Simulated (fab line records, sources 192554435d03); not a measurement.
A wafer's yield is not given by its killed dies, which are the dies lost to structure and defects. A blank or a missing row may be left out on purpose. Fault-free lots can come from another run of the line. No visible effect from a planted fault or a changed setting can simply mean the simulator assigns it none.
Chamber matching ; flow n5 finfet ; pecvd-01 running N5_FIN_SAQP_HM_DEP_72: 3 sister chambers
The step deposits SiO2 from SiH4/N2O, target thk 12 nm, time 7.2 s. 6 wafers are shown with their chamber, then 12 later ones without.

EACH WAFER AND ITS CHAMBER
wafer;chamber;showerhead plenum p Torr (Torr);heater power w (W)
L085.4;0;7.93;822
L085.5;0;7.90;838
L090.5;2;7.89;765
L091.1;1;8.30;875
L091.2;2;7.91;859
L091.4;1;8.29;890

WAFERS WITH NO CHAMBER GIVEN
wafer;showerhead plenum p Torr (Torr);heater power w (W)
L092.1;7.90;750
L092.4;7.89;769
L092.6;7.92;806
L094.2;7.89;781
L094.3;8.29;795
L094.4;7.89;776
L096.2;7.89;844
L096.3;7.89;826
L096.4;7.89;808
L097.1;8.28;942
L097.2;7.89;798
L097.4;8.30;937

WHICH CHAMBER EACH WENT THROUGH
wafer;from the rows above;in truth
L092.1;can't be placed: 2 or 0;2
L092.4;can't be placed: 2 or 0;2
L092.6;can't be placed: 0 or 2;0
L094.2;can't be placed: 2 or 0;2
L094.3;1;1
L094.4;can't be placed: 2 or 0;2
L096.2;can't be placed: 2 or 0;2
L096.3;can't be placed: 2 or 0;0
L096.4;can't be placed: 2 or 0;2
L097.1;1;1
L097.2;can't be placed: 2 or 0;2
L097.4;1;1
Correctly placed: 3 of 12. Cannot be placed on the basis of these rows: 9; the candidates contain the true chamber in 9. 0 placed wrongly.
How it was worked out, from the rows above alone: a wafer's distance from a chamber is the root of the sum, over the readings, of the square of ((its reading less the chamber's mean) divided by the reading's scatter). The wafer belongs to the nearest chamber; if the next one is less than 2 further off, it can't be placed. For every chamber, the mean is computed from those of its wafers that are shown. How the scatter is found: for the shown wafers, subtract from each reading the mean of its chamber, square and add these, divide the total by (wafers less chambers), then take the root.
